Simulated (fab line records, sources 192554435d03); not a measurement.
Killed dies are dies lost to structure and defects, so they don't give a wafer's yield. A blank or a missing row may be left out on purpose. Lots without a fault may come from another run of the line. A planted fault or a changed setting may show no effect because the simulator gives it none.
fab line records | flow n5_finfet
record lots=24 wafers=72 last_day=17
route steps=1938 shown FIN_SAQP@130 FIN_CUT@175 STI_FIN_REVEAL@183 DUMMY_GATE@235
lots that met no fault: from a run of the same line without faults
start_h: hours from the record's first day to the start of the lot's first wafer shown | wait_h: hours since the lot's step before | " the same as in the row above | L1.1+2: a row that stands for several wafers | - no value, or no start given | * or withheld: withheld | < > ~ a bound
route shown NAME@n: a module of which the file shows steps, and the number in the route of the first | usual: mean/standard deviation of fault-free wafers | same: alike in all rows | chamber/n: place in a boat | sites: the reading at each site | _std_site: their standard deviation | _edge_site: outer sites' mean less inner sites' | radius_mm: how far each site lies from the wafer's centre | mask NAME#n: copy n | behind: the tool/chamber that last shaped the wafer | hold: why the lot was held/for how many hours/how that ended | device: the transistor (n, p or np) that didn't switch | end of line: the same wafers' tests at the end of the route | a step without rows: its recipe alone | killed: dies lost to structure and defects at the first sort, not the wafer's yield | map: a wafer's dies, x killed, . not, _ none there
set.NAME: the setting as run; set.NAME@STEP: as run at that earlier step | model.NAME: the simulator's own value behind a step, which no gauge read
steps of the route over a sample of lots; a table a step, a row a wafer
services: from which hour (start_h, from the record's first day; less than 0 if before it) a tool's chamber was out of use, for how many hours, and why
## steps
# step N5_FIN_SAQP_ETCH_65
# recipe chemistry=CF4 target=SiO2 target_depth_a=40 ion_energy_ev=350 time_s=4.4 pressure_mtorr=10 icp_w=800 bias_w=400 cf4_flow_sccm=80
# usual drypump_motor_current_A=5.8/0.52 he_backside_leak_sccm=2.8/0.36 oes_product_au=1.001/0.018 rf_fwd_power_W=791/3.8 throttle_valve_pct=21.78/0.29
# same time_s=4.4
# columns lot.wafer tool chamber start_h wait_h drypump_motor_current_A he_backside_leak_sccm oes_product_au rf_fwd_power_W rf_hours_counter_h throttle_valve_pct
L074.1 rie_si-01 3 25.11 0.1 5.8 2.7 1.016 793 207 22.10
L074.2 " 2 " " 6.5 2.5 1.007 793 23 21.66
L074.5 " 2 " " 6.5 2.6 1.009 788 - 21.68
L075.1 rie_si-06 0 29.86 0.1 5.2 3.1 1.000 788 166 22.12
L075.2 " 1 " " 6.1 2.5 1.041 791 58 21.39
L075.3 " 3 " " 6.1 3.4 0.979 783 51 21.93
L076.1 rie_si-05 0 36.17 0.1 6.4 2.8 0.985 789 110 21.77
L076.2 " 2 " " 6.4 2.5 0.982 793 92 22.14
L076.4 " 3 " " 5.2 2.2 1.007 798 5 21.54
L077.2 rie_si-06 3 42.53 0.1 6.1 3.2 0.984 784 51 21.92
L077.3 " 2 " " 5.5 2.4 1.029 796 31 22.06
L077.5 " 3 " " 6.1 3.1 0.985 779 - 21.91
L078.2 rie_si-05 3 48.02 0.1 5.2 2.4 1.005 786 5 21.56
L078.3 " 2 " " 6.4 2.3 0.980 787 92 22.14
L078.6 " 2 " " 6.4 2.3 0.973 789 - 22.13
L079.1 rie_si-06 3 54.78 0.1 6.1 3.1 0.985 782 51 21.90
L079.4 " 2 " " 5.5 2.4 1.016 795 31 22.07
L079.6 " 3 " " 6.1 3.0 0.986 786 - 21.91
L080.4 rie_si-06 0 59.60 0.1 5.2 2.9 1.006 793 167 22.12
L080.5 " 3 " " 6.1 3.3 0.983 786 - 21.93
L080.6 " 0 " " 5.2 2.9 1.014 791 - 22.11
L081.3 rie_si-06 0 66.43 0.1 5.2 3.1 1.018 789 167 22.11
L081.4 " 3 " " 6.1 3.2 0.986 782 51 21.92
L081.5 " 2 " " 5.5 2.4 1.026 793 - 22.05
L082.1 rie_si-05 0 74.40 0.1 6.4 2.8 0.985 793 111 21.76
L082.2 " 1 " " 5.0 3.3 0.996 791 58 21.58
L082.6 " 0 " " 6.4 2.9 0.981 792 - 21.77
L083.2 rie_si-05 1 79.60 0.1 5.0 3.3 0.998 790 58 21.58
L083.4 " 0 " " 6.4 2.9 0.986 791 111 21.76
L083.6 " 1 " " 5.0 3.3 0.996 793 - 21.59
L084.1 rie_si-05 3 84.92 0.1 5.2 2.4 1.023 795 6 21.55
L084.2 " 0 " " 6.4 3.0 0.988 792 111 21.77
L084.6 " 0 " " 6.4 2.9 0.992 793 - 21.79
L085.1 rie_si-06 3 93.10 0.1 6.1 3.2 0.993 780 52 21.92
L085.5 " 1 " " 6.1 2.5 1.043 791 - 21.37
L085.6 " 0 " " 5.2 3.0 0.991 787 - 22.11
L086.1 rie_si-01 2 99.23 0.1 6.5 2.5 0.999 788 25 21.67
L086.2 " 0 " " 6.1 2.8 0.984 796 170 22.18
L086.4 " 3 " " 5.8 2.5 0.992 790 1 21.94
L087.1 rie_si-05 2 105.99 0.1 6.4 2.5 0.977 793 93 22.14
L087.5 " 0 " " 6.4 2.9 0.992 796 - 21.78
L087.6 " 1 " " 5.0 3.4 1.012 789 - 21.60
L088.1 rie_si-06 1 112.60 0.1 6.1 2.5 1.047 792 60 21.38
L088.4 " 3 " " 6.1 3.3 0.980 781 52 21.93
L088.5 " 1 " " 6.1 2.5 1.035 790 - 21.39
L089.1 rie_si-06 3 116.72 0.1 6.1 3.1 0.994 780 52 21.94
L089.3 " 0 " " 5.2 3.0 0.996 792 168 22.11
L089.4 " 1 " " 6.1 2.6 1.048 793 60 21.38
L090.3 rie_si-01 3 121.81 0.1 5.8 2.6 0.995 793 2 21.95
L090.5 " 0 " " 6.1 2.8 0.973 796 - 22.19
L090.6 " 1 " " 5.8 2.9 1.004 788 - 21.28
L091.1 rie_si-01 3 126.04 0.1 5.8 2.5 0.994 796 2 21.94
L091.4 " 1 " " 5.8 3.0 1.001 787 67 21.28
L091.5 " 1 " " 5.8 3.0 1.005 789 - 21.27
L092.2 rie_si-01 0 131.91 0.1 6.1 2.5 0.973 794 171 22.17
L092.4 " 3 " " 5.8 2.5 0.991 791 2 21.94
L092.6 " 1 " " 5.8 3.0 1.007 790 - 21.27
L093.1 rie_si-05 3 140.42 0.1 5.2 2.3 1.018 792 7 21.52
L093.4 " 2 " " 6.4 2.4 0.978 793 94 22.16
L093.6 " 3 " " 5.2 2.3 1.014 792 - 21.53
L094.1 rie_si-01 0 144.53 0.1 6.1 2.7 0.986 791 171 22.18
L094.2 " 2 " " 6.6 2.4 1.016 789 25 21.67
L094.6 " 1 " " 5.8 3.1 0.998 789 - 21.30
L095.3 rie_si-05 2 152.26 0.1 6.3 2.1 0.985 789 94 22.15
L095.5 " 2 " " 6.4 2.3 0.982 789 - 22.13
L095.6 " 1 " " 5.0 3.4 1.000 789 - 21.59
L096.1 rie_si-01 3 155.53 0.1 5.8 2.6 0.993 791 2 21.95
L096.4 " 1 " " 5.8 2.9 1.001 788 68 21.29
L096.6 " 3 " " 5.8 2.6 0.989 794 - 21.94
L097.1 rie_si-05 2 165.85 0.1 6.4 2.2 0.989 785 94 22.13
L097.2 " 0 " " 6.4 2.8 0.990 794 112 21.76
L097.3 " 1 " " 5.0 3.3 0.996 790 60 21.60
# step N5_FIN_SAQP_STRIP_77
# recipe chemistry=N2/H2 time_s=90 power_w=100 temp_c=40 pressure_mtorr=100 rf_frequency_hz=6e+07 bias_power_w=3 n2_flow_sccm=300 h2_flow_sccm=300
# usual drypump_motor_current_A=6.0/0.44 oes_product_au=0.77/0.08 rf_vpp_V=45.4/0.78 showerhead_plenum_p_Torr=3.37/0.089 throttle_valve_pct=12.20/0.26
# same time_s=90
# columns lot.wafer tool chamber start_h wait_h drypump_motor_current_A oes_product_au rf_hours_counter_h rf_vpp_V showerhead_plenum_p_Torr throttle_valve_pct
L074.1 rie_diel-05 3 26.64 0.0 6.2 0.74 177 45.7 3.48 11.99
L074.2 " 2 " " 5.9 0.73 191 45.6 3.23 12.43
L074.5 " 1 " " 5.0 0.76 - 44.8 3.39 12.09
L075.1 rie_diel-04 3 31.39 0.0 6.1 0.87 63 46.5 3.29 11.88
L075.2 " 2 " " 6.4 0.75 157 45.8 3.38 12.41
L075.3 " 1 " " 6.1 0.74 172 45.9 3.50 12.06
L076.1 rie_diel-03 2 38.22 0.0 6.0 0.75 175 45.5 3.50 12.69
L076.2 " 3 " " 5.5 0.69 248 46.1 3.34 12.60
L076.4 " 1 " " 6.6 0.97 7 45.4 3.33 11.77
L077.2 rie_diel-03 1 44.19 0.0 6.6 0.96 10 44.6 3.33 11.76
L077.3 " 0 " " 5.3 0.76 141 44.9 3.36 12.19
L077.5 " 2 " " 6.0 0.74 - 45.4 3.49 12.68
L078.2 rie_diel-03 2 50.76 0.0 6.0 0.75 180 44.4 3.49 12.71
L078.3 " 1 " " 6.6 0.95 13 43.9 3.33 11.78
L078.6 " 0 " " 5.3 0.75 - 45.1 3.36 12.21
L079.1 rie_diel-04 2 56.40 0.0 6.4 0.74 166 44.4 3.38 12.43
L079.4 " 3 " " 6.1 0.85 72 44.4 3.29 11.91
L079.6 " 2 " " 6.4 0.73 - 45.3 3.38 12.45
L080.4 rie_diel-04 1 61.24 0.0 6.1 0.73 183 46.5 3.50 12.08
L080.5 " 3 " " 6.1 0.86 - 45.9 3.28 11.91
L080.6 " 2 " " 6.4 0.73 - 43.6 3.37 12.43
L081.3 rie_diel-04 3 68.15 0.0 6.1 0.84 76 45.5 3.28 11.93
L081.4 " 2 " " 6.3 0.73 171 45.1 3.37 12.43
L081.5 " 1 " " 6.1 0.72 - 45.4 3.49 12.08
L082.1 rie_diel-05 3 76.01 0.0 6.2 0.73 195 45.2 3.47 12.02
L082.2 " 0 " " 5.9 0.69 204 45.3 3.23 12.26
L082.6 " 0 " " 5.9 0.70 - 47.3 3.23 12.24
L083.2 rie_diel-05 3 81.22 0.0 6.2 0.72 198 46.0 3.47 12.03
L083.4 " 1 " " 5.0 0.75 162 45.9 3.38 12.12
L083.6 " 2 " " 6.0 0.71 - 44.4 3.22 12.48
L084.1 rie_diel-04 1 86.45 0.0 6.1 0.72 193 45.7 3.49 12.08
L084.2 " 2 " " 6.4 0.72 176 46.5 3.37 12.46
L084.6 " 2 " " 6.4 0.73 - 46.3 3.37 12.47
L085.1 rie_diel-04 2 96.27 0.0 6.4 0.72 180 46.5 3.37 12.47
L085.5 " 2 " " 6.4 0.72 - 44.7 3.37 12.48
L085.6 " 3 " " 6.1 0.83 - 45.9 3.28 11.95
L086.1 rie_diel-03 0 102.91 0.0 5.4 0.74 161 44.5 3.35 12.25
L086.2 " 1 " " 6.6 0.91 30 44.3 3.32 11.82
L086.4 " 3 " " 5.5 0.96 11 44.5 3.33 12.00
L087.1 rie_diel-04 0 107.54 0.0 6.6 0.71 192 45.2 3.49 12.09
L087.5 " 2 " " 6.3 0.73 - 46.6 3.37 12.49
L087.6 " 3 " " 6.1 0.83 - 45.6 3.28 11.96
L088.1 rie_diel-04 0 114.17 0.0 6.6 0.71 195 46.3 3.49 12.09
L088.4 " 2 " " 6.4 0.72 - 45.7 3.36 12.49
L088.5 " 3 " " 6.1 0.83 - 45.5 3.27 11.95
L089.1 rie_diel-03 1 118.27 0.0 6.6 0.90 35 44.7 3.32 11.84
L089.3 " 3 " " 5.5 0.94 17 46.3 3.33 12.02
L089.4 " 3 " " 5.5 0.94 - 45.5 3.33 12.00
L090.3 rie_diel-05 0 123.66 0.0 5.9 0.67 221 45.3 3.22 12.28
L090.5 " 2 " " 6.0 0.69 - 45.9 3.21 12.52
L090.6 " 3 " " 6.1 0.71 - 44.8 3.46 12.07
L091.1 rie_diel-04 0 127.59 0.0 6.6 0.70 201 46.2 3.48 12.11
L091.4 " 1 " " 6.1 0.70 208 45.0 3.48 12.13
L091.5 " 1 " " 6.1 0.70 - 44.2 3.48 12.12
L092.2 rie_diel-03 2 133.90 0.0 6.0 0.72 205 46.8 3.48 12.76
L092.4 " 1 " " 6.6 0.90 42 46.1 3.31 11.85
L092.6 " 1 " " 6.6 0.89 - 45.1 3.31 11.85
L093.1 rie_diel-03 2 141.95 0.0 5.9 0.72 207 45.7 3.48 12.77
L093.4 " 0 " " 5.3 0.73 174 45.5 3.34 12.28
L093.6 " 2 " " 5.9 0.73 - 45.4 3.48 12.77
L094.1 rie_diel-04 3 146.69 0.0 6.1 0.82 104 44.1 3.27 11.98
L094.2 " 1 " " 6.1 0.71 214 44.8 3.48 12.16
L094.6 " 2 " " 6.4 0.71 - 45.3 3.36 12.50
L095.3 rie_diel-04 1 154.78 0.0 6.1 0.70 219 46.0 3.48 12.18
L095.5 " 3 " " 6.1 0.81 - 43.9 3.27 12.01
L095.6 " 1 " " 6.1 0.69 - 45.0 3.48 12.17
L096.1 rie_diel-05 3 157.07 0.0 6.1 0.70 223 44.9 3.46 12.09
L096.4 " 2 " " 6.0 0.69 236 45.7 3.21 12.54
L096.6 " 2 " " 6.0 0.69 - 46.0 3.21 12.55
L097.1 rie_diel-03 1 167.54 0.0 6.6 0.88 53 44.1 3.31 11.88
L097.2 " 2 " " 6.0 0.72 217 45.7 3.47 12.78
L097.3 " 0 " " 5.4 0.73 183 46.0 3.34 12.29
# step N5_FIN_CUT_PRECLEAN_35
# recipe time_s=13.3 temp_c=45 pressure_torr=125 p_hf_torr=3 p_coreactant_torr=25 chemistry=vHF
# usual drypump_motor_current_A=5.6/0.37
# same time_s=13.3
# columns lot.wafer tool chamber start_h wait_h drypump_motor_current_A
L074.1 vapor_etch-02 1 28.19 0.0 5.2
L074.2 " 0 " " 5.2
L074.5 " 1 " " 5.3
L075.1 vapor_etch-02 0 32.93 0.0 5.2
L075.2 " 1 " " 5.2
L075.3 " 1 " " 5.2
L076.1 vapor_etch-02 1 39.78 0.0 5.3
L076.2 " 0 " " 5.2
L076.4 " 0 " " 5.2
L077.2 vapor_etch-01 0 45.62 0.0 6.0
L077.3 " 0 " " 6.0
L077.5 " 0 " " 6.0
L078.2 vapor_etch-02 0 52.30 0.0 5.2
L078.3 " 1 " " 5.2
L078.6 " 0 " " 5.3
L079.1 vapor_etch-02 1 57.94 0.0 5.2
L079.4 " 1 " " 5.2
L079.6 " 1 " " 5.2
L080.4 vapor_etch-01 1 62.67 0.1 5.9
L080.5 " 0 " " 6.0
L080.6 " 1 " " 5.9
L081.3 vapor_etch-01 0 69.75 0.1 6.0
L081.4 " 1 " " 5.9
L081.5 " 0 " " 6.0
L082.1 vapor_etch-01 0 77.55 0.0 6.0
L082.2 " 1 " " 5.9
L082.6 " 0 " " 6.0
L083.2 vapor_etch-02 1 82.66 0.0 5.2
L083.4 " 0 " " 5.2
L083.6 " 1 " " 5.2
L084.1 vapor_etch-01 1 87.87 0.0 5.9
L084.2 " 0 " " 6.0
L084.6 " 1 " " 5.9
L085.1 vapor_etch-02 1 97.70 0.0 5.3
L085.5 " 1 " " 5.2
L085.6 " 0 " " 5.2
L086.1 vapor_etch-01 1 104.46 0.0 5.9
L086.2 " 0 " " 6.0
L086.4 " 0 " " 6.0
L087.1 vapor_etch-02 0 109.08 0.0 5.2
L087.5 " 0 " " 5.2
L087.6 " 1 " " 5.2
L088.1 vapor_etch-02 1 115.59 0.0 5.2
L088.4 " 1 " " 5.2
L088.5 " 0 " " 5.2
L089.1 vapor_etch-02 0 119.69 0.0 5.2
L089.3 " 0 " " 5.2
L089.4 " 1 " " 5.2
L090.3 vapor_etch-02 1 125.12 0.1 5.2
L090.5 " 1 " " 5.2
L090.6 " 0 " " 5.2
L091.1 vapor_etch-02 1 129.01 0.0 5.2
L091.4 " 0 " " 5.2
L091.5 " 0 " " 5.2
L092.2 vapor_etch-01 1 136.92 1.6 5.9
L092.4 " 0 " " 6.0
L092.6 " 0 " " 6.0
L093.1 vapor_etch-01 0 144.88 1.6 6.0
L093.4 " 0 " " 6.0
L093.6 " 0 " " 6.0
L094.1 vapor_etch-01 0 148.11 0.0 6.0
L094.2 " 1 " " 5.9
L094.6 " 0 " " 6.0
L095.3 vapor_etch-01 0 156.27 0.1 6.0
L095.5 " 1 " " 5.9
L095.6 " 0 " " 6.0
L096.1 vapor_etch-01 0 158.70 0.0 6.0
L096.4 " 1 " " 5.9
L096.6 " 0 " " 6.0
L097.1 vapor_etch-02 0 169.15 0.1 5.2
L097.2 " 1 " " 5.2
L097.3 " 1 " " 5.3
# step N5_STI_FIN_REVEAL_ALD_00
# recipe material=SiO2 target_thk_a=10 temp_c=300 ald_precursor_family=BDEAS ald_co_reactant=O2-plasma pulse_time_s=1 pressure_torr=2
# usual heater_power_w=479/59 precursor_pulse_height_rel=1.005/0.018
# columns lot.wafer tool chamber start_h wait_h heater_power_w precursor_pulse_height_rel
L074.1 ald_sin-03 3 28.59 0.0 516 0.974
L074.2 " 0 " " 430 0.986
L074.5 " 1 " " 513 0.984
L075.1 ald_sin-03 2 33.33 0.0 482 1.013
L075.2 " 1 " " 504 1.011
L075.3 " 0 " " 437 0.969
L076.1 ald_sin-01 0 40.21 0.0 459 1.022
L076.2 " 2 " " 384 1.019
L076.4 " 1 " " 534 0.983
L077.2 ald_sin-01 2 46.02 0.0 397 1.012
L077.3 " 1 " " 517 1.016
L077.5 " 0 " " 470 1.009
L078.2 ald_sin-01 0 53.12 0.5 459 0.997
L078.3 " 2 " " 405 1.027
L078.6 " 2 " " 403 1.011
L079.1 ald_sin-01 2 58.39 0.0 388 1.031
L079.4 " 3 " " 623 1.029
L079.6 " 2 " " 395 1.004
L080.4 ald_sin-02 3 63.06 0.0 387 1.024
L080.5 " 1 " " 534 0.996
L080.6 " 2 " " 480 1.021
L081.3 ald_sin-02 0 70.41 0.2 426 1.018
L081.4 " 1 " " 530 0.990
L081.5 " 0 " " 405 1.022
L082.1 ald_sin-03 1 77.95 0.0 501 0.977
L082.2 " 2 " " 480 0.981
L082.6 " 2 " " 487 0.999
L083.2 ald_sin-01 3 83.55 0.5 636 0.977
L083.4 " 1 " " 510 1.024
L083.6 " 2 " " 394 1.047
L084.1 ald_sin-02 0 88.27 0.0 416 1.023
L084.2 " 2 " " 478 0.996
L084.6 " 0 " " 410 0.991
L085.1 ald_sin-02 2 98.23 0.0 467 0.987
L085.5 " 3 " " 393 1.011
L085.6 " 2 " " 499 0.969
L086.1 ald_sin-01 0 104.86 0.0 455 1.011
L086.2 " 2 " " 397 1.003
L086.4 " 3 " " 583 0.993
L087.1 ald_sin-02 3 109.48 0.0 385 1.005
L087.5 " 0 " " 417 1.016
L087.6 " 1 " " 529 1.015
L088.1 ald_sin-02 2 116.33 0.4 484 0.998
L088.4 " 2 " " 499 1.027
L088.5 " 1 " " 514 1.012
L089.1 ald_sin-03 0 120.09 0.0 428 1.003
L089.3 " 3 " " 518 1.004
L089.4 " 2 " " 505 0.976
L090.3 ald_sin-01 2 125.51 0.0 408 1.000
L090.5 " 0 " " 452 1.022
L090.6 " 1 " " 513 0.992
L091.1 ald_sin-02 2 129.41 0.0 483 1.027
L091.4 " 3 " " 387 1.013
L091.5 " 0 " " 417 0.983
L092.2 ald_sin-03 3 137.31 0.0 529 0.983
L092.4 " 3 " " 522 1.009
L092.6 " 1 " " 511 0.961
L093.1 ald_sin-02 3 145.69 0.3 390 0.980
L093.4 " 0 " " 427 1.008
L093.6 " 1 " " 529 0.963
L094.1 ald_sin-03 0 148.70 0.0 423 0.984
L094.2 " 2 " " 500 0.987
L094.6 " 0 " " 425 0.983
L095.3 ald_sin-03 2 156.70 0.1 480 0.994
L095.5 " 3 " " 539 1.013
L095.6 " 0 " " 426 1.023
L096.1 ald_sin-03 1 159.10 0.0 514 1.016
L096.4 " 2 " " 493 1.004
L096.6 " 2 " " 492 1.006
L097.1 ald_sin-01 3 169.91 0.4 580 1.012
L097.2 " 1 " " 519 0.998
L097.3 " 2 " " 410 1.022
# step N5_STI_FIN_REVEAL_THK_MEAS_05
# usual thk_nm=132.3/1.3
# columns lot.wafer tool chamber start_h wait_h thk_nm
L074.1 film_metro-01 - 33.97 - 131.8
L074.2 " - " " 132.3
L074.5 " - " " 131.5
L075.1 film_metro-02 - 38.83 - 133.1
L075.2 " - " " 132.8
L075.3 " - " " 132.2
L076.1 film_metro-02 - 46.35 - 133.7
L076.2 " - " " 134.7
L076.4 " - " " 130.4
L077.2 film_metro-01 - 52.02 - 130.2
L077.3 " - " " 129.4
L077.5 " - " " 130.9
L078.2 film_metro-02 - 58.52 - 132.8
L078.3 " - " " 133.5
L078.6 " - " " 134.9
L079.1 film_metro-02 - 63.79 - 134.9
L079.4 " - " " 132.3
L079.6 " - " " 133.8
L080.4 film_metro-02 - 68.45 - 131.2
L080.5 " - " " 131.4
L080.6 " - " " 132.1
L081.3 film_metro-02 - 75.79 - 131.4
L081.4 " - " " 131.6
L081.5 " - " " 131.0
L082.1 film_metro-01 - 83.34 - 132.0
L082.2 " - " " 132.0
L082.6 " - " " 131.7
L083.2 film_metro-01 - 88.94 - 131.3
L083.4 " - " " 130.3
L083.6 " - " " 131.0
L084.1 film_metro-02 - 93.66 - 134.6
L084.2 " - " " 135.6
L084.6 " - " " 132.9
L085.1 film_metro-02 - 103.61 - 133.2
L085.5 " - " " 133.2
L085.6 " - " " 133.1
L086.1 film_metro-01 - 110.24 - 132.8
L086.2 " - " " 132.3
L086.4 " - " " 130.2
L087.1 film_metro-02 - 114.87 - 135.2
L087.5 " - " " 134.5
L087.6 " - " " 133.3
L088.1 film_metro-01 - 121.75 - 133.0
L088.4 " - " " 133.2
L088.5 " - " " 132.4
L089.1 film_metro-01 - 125.47 - 133.1
L089.3 " - " " 132.0
L089.4 " - " " 132.0
L090.3 film_metro-01 - 130.89 - 131.4
L090.5 " - " " 129.5
L090.6 " - " " 131.1
L091.1 film_metro-02 - 134.80 - 132.6
L091.4 " - " " 132.3
L091.5 " - " " 131.6
L092.2 film_metro-02 - 142.71 - 130.4
L092.4 " - " " 131.1
L092.6 " - " " 131.5
L093.1 film_metro-02 - 151.07 - 132.7
L093.4 " - " " 132.7
L093.6 " - " " 132.7
L094.1 film_metro-02 - 154.08 - 131.0
L094.2 " - " " 132.9
L094.6 " - " " 131.9
L095.3 film_metro-01 - 162.10 - 131.9
L095.5 " - " " 131.4
L095.6 " - " " 130.3
L096.1 film_metro-02 - 164.48 - 131.9
L096.4 " - " " 130.4
L096.6 " - " " 130.9
L097.1 film_metro-02 - 175.29 - 132.9
L097.2 " - " " 131.4
L097.3 " - " " 133.8
# step N5_DUMMY_GATE_ETCH_29
# recipe chemistry=N2/H2 target=underlayer target_depth_a=130 ion_energy_ev=200 pressure_mtorr=30 source_w=840 bias_w=150 n2_flow_sccm=200 h2_flow_sccm=200
# usual drypump_motor_current_A=5.51/0.25 oes_product_au=0.78/0.082 rf_fwd_power_W=831/4.2 rf_vpp_V=524.5/2.3 showerhead_plenum_p_Torr=2.57/0.076 throttle_valve_pct=17.88/0.25
# columns lot.wafer tool chamber start_h wait_h drypump_motor_current_A oes_product_au rf_fwd_power_W rf_hours_counter_h rf_vpp_V showerhead_plenum_p_Torr throttle_valve_pct
L074.1 rie_diel-06 2 46.53 0.0 5.46 0.76 825 145 526.9 2.66 17.84
L074.2 " 3 " " 5.87 0.92 833 26 527.6 2.70 17.35
L074.5 " 3 " " 5.91 0.93 829 - 528.4 2.70 17.34
L075.1 rie_diel-06 3 50.95 0.0 5.92 0.92 836 28 528.8 2.70 17.34
L075.2 " 0 " " 5.77 0.73 827 186 523.4 2.54 18.04
L075.3 " 2 " " 5.43 0.75 830 146 527.4 2.66 17.83
L076.1 rie_diel-01 3 60.79 0.0 5.14 0.90 829 19 526.5 2.59 17.84
L076.2 " 2 " " 5.80 0.70 834 198 525.7 2.62 18.21
L076.4 " 0 " " 5.43 0.80 835 118 521.6 2.45 17.87
L077.2 rie_diel-02 1 64.73 0.0 5.65 0.92 829 28 522.6 2.49 17.78
L077.3 " 3 " " 5.35 0.80 829 120 520.1 2.45 17.84
L077.5 " 2 " " 5.84 0.89 831 - 525.7 2.59 17.29
L078.2 rie_diel-01 3 71.37 0.0 5.17 0.88 826 22 526.4 2.59 17.85
L078.3 " 2 " " 5.83 0.69 834 201 525.7 2.62 18.22
L078.6 " 3 " " 5.15 0.90 826 - 526.2 2.59 17.83
L079.1 rie_diel-06 2 76.29 0.0 5.42 0.76 827 153 526.8 2.66 17.84
L079.4 " 3 " " 5.92 0.92 837 36 527.7 2.69 17.36
L079.6 " 3 " " 5.93 0.91 838 - 527.7 2.70 17.34
L080.4 rie_diel-01 3 81.99 0.0 5.18 0.88 821 25 526.4 2.59 17.83
L080.5 " 1 " " 5.49 0.71 834 - 525.1 2.62 17.78
L080.6 " 0 " " 5.43 0.79 833 - 521.4 2.45 17.88
L081.3 rie_diel-01 2 88.84 0.0 5.77 0.68 833 207 525.3 2.61 18.23
L081.4 " 3 " " 5.15 0.88 822 27 525.8 2.58 17.87
L081.5 " 2 " " 5.75 0.68 837 - 527.2 2.61 18.24
L082.1 rie_diel-01 0 95.34 0.0 5.44 0.79 831 128 521.6 2.44 17.89
L082.2 " 1 " " 5.49 0.71 831 229 525.7 2.62 17.79
L082.6 " 3 " " 5.15 0.88 822 - 525.9 2.58 17.85
L083.2 rie_diel-01 1 101.30 0.0 5.46 0.71 834 230 525.5 2.62 17.79
L083.4 " 3 " " 5.17 0.87 824 31 524.9 2.58 17.88
L083.6 " 3 " " 5.15 0.87 821 - 525.6 2.58 17.87
L084.1 rie_diel-06 3 106.41 0.0 5.88 0.90 833 44 528.7 2.69 17.38
L084.2 " 1 " " 5.32 0.71 833 190 522.3 2.52 17.98
L084.6 " 0 " " 5.82 0.71 832 - 523.1 2.53 18.06
L085.1 rie_diel-01 0 115.83 0.0 5.42 0.78 828 134 521.4 2.44 17.90
L085.5 " 3 " " 5.16 0.87 828 - 524.8 2.58 17.85
L085.6 " 2 " " 5.75 0.69 837 - 525.2 2.61 18.23
L086.1 rie_diel-02 3 122.57 0.0 5.35 0.77 825 138 521.5 2.44 17.88
L086.2 " 0 " " 5.11 0.70 833 216 525.6 2.62 18.10
L086.4 " 2 " " 5.80 0.86 832 59 526.3 2.59 17.33
L087.1 rie_diel-06 0 127.17 0.0 5.75 0.71 828 209 522.7 2.53 18.08
L087.5 " 1 " " 5.31 0.71 828 - 523.3 2.52 18.00
L087.6 " 0 " " 5.77 0.71 829 - 522.7 2.53 18.09
L088.1 rie_diel-01 0 133.95 0.0 5.44 0.78 828 139 520.3 2.44 17.90
L088.4 " 3 " " 5.16 0.86 821 41 526.2 2.58 17.88
L088.5 " 1 " " 5.47 0.70 835 - 524.5 2.61 17.80
L089.1 rie_diel-01 1 137.54 0.0 5.49 0.70 833 240 525.8 2.61 17.80
L089.3 " 0 " " 5.42 0.77 832 139 520.8 2.44 17.92
L089.4 " 2 " " 5.76 0.69 836 220 526.3 2.61 18.24
L090.3 rie_diel-01 1 143.18 0.0 5.49 0.71 838 241 525.3 2.61 17.80
L090.5 " 2 " " 5.74 0.69 838 - 526.9 2.61 18.25
L090.6 " 1 " " 5.50 0.71 832 - 524.6 2.61 17.81
L091.1 rie_diel-06 3 146.79 0.0 5.89 0.89 840 58 529.2 2.69 17.39
L091.4 " 0 " " 5.79 0.70 830 217 523.0 2.52 18.11
L091.5 " 1 " " 5.31 0.70 826 - 524.1 2.52 18.00
L092.2 rie_diel-02 2 156.98 0.0 5.84 0.85 830 69 524.9 2.58 17.34
L092.4 " 0 " " 5.13 0.70 834 225 524.6 2.62 18.09
L092.6 " 2 " " 5.82 0.85 832 - 524.7 2.58 17.34
L093.1 rie_diel-06 0 163.06 0.0 5.78 0.70 828 222 523.2 2.52 18.13
L093.4 " 1 " " 5.30 0.70 830 209 521.5 2.52 18.02
L093.6 " 2 " " 5.46 0.75 829 - 527.3 2.65 17.88
L094.1 rie_diel-02 1 166.16 0.0 5.66 0.87 828 56 521.9 2.48 17.82
L094.2 " 0 " " 5.14 0.69 831 228 525.7 2.62 18.10
L094.6 " 1 " " 5.66 0.85 831 - 521.7 2.48 17.85
L095.3 rie_diel-02 3 174.20 0.0 5.37 0.77 830 153 519.8 2.43 17.89
L095.5 " 1 " " 5.64 0.86 832 - 522.3 2.48 17.83
L095.6 " 0 " " 5.12 0.70 834 - 525.9 2.61 18.11
L096.1 rie_diel-01 2 177.05 0.0 5.79 0.67 833 232 525.7 2.60 18.27
L096.4 " 3 " " 5.16 0.84 825 - 525.8 2.57 17.90
L096.6 " 2 " " 5.79 0.67 834 - 525.2 2.60 18.26
L097.1 rie_diel-01 0 188.90 0.0 5.40 0.76 831 155 521.4 2.43 17.94
L097.2 " 1 " " 5.49 1.01 836 2 524.7 2.61 17.38
L097.3 " 3 " " 5.16 0.82 824 57 524.6 2.57 17.91
## services
# columns tool chamber start_h hours kind
rie_diel-03 0 5.82 4.5 repair
vapor_etch-02 - 6.17 1.2 repair
rie_si-05 0 9.52 1.0 repair
rie_diel-03 1 11.62 21.1 repair
rie_si-01 1 11.81 0.9 repair
ald_sin-03 - 15.42 1.7 repair
rie_si-06 0 22.76 1.5 repair
vapor_etch-02 - 40.62 10.0 pm
ald_sin-03 3 41.01 7.4 repair
ald_sin-02 0 52.12 9.3 repair
vapor_etch-01 - 64.55 0.1 repair
ald_sin-01 0 75.08 15.8 repair
ald_sin-01 - 86.57 14.0 pm
rie_diel-03 - 95.44 6.3 repair
rie_diel-04 1 111.29 4.4 repair
rie_si-05 - 127.91 2.8 pm
rie_si-06 3 128.35 1.9 repair
ald_sin-03 2 129.97 7.7 repair
vapor_etch-02 - 134.11 19.1 repair
rie_diel-04 0 137.60 42.6 repair
rie_si-06 - 154.13 28.1 pm
rie_diel-01 2 164.28 2.8 repair
ald_sin-02 - 176.75 14.0 pm
rie_si-06 2 186.07 7.7 repair
## key
fault none
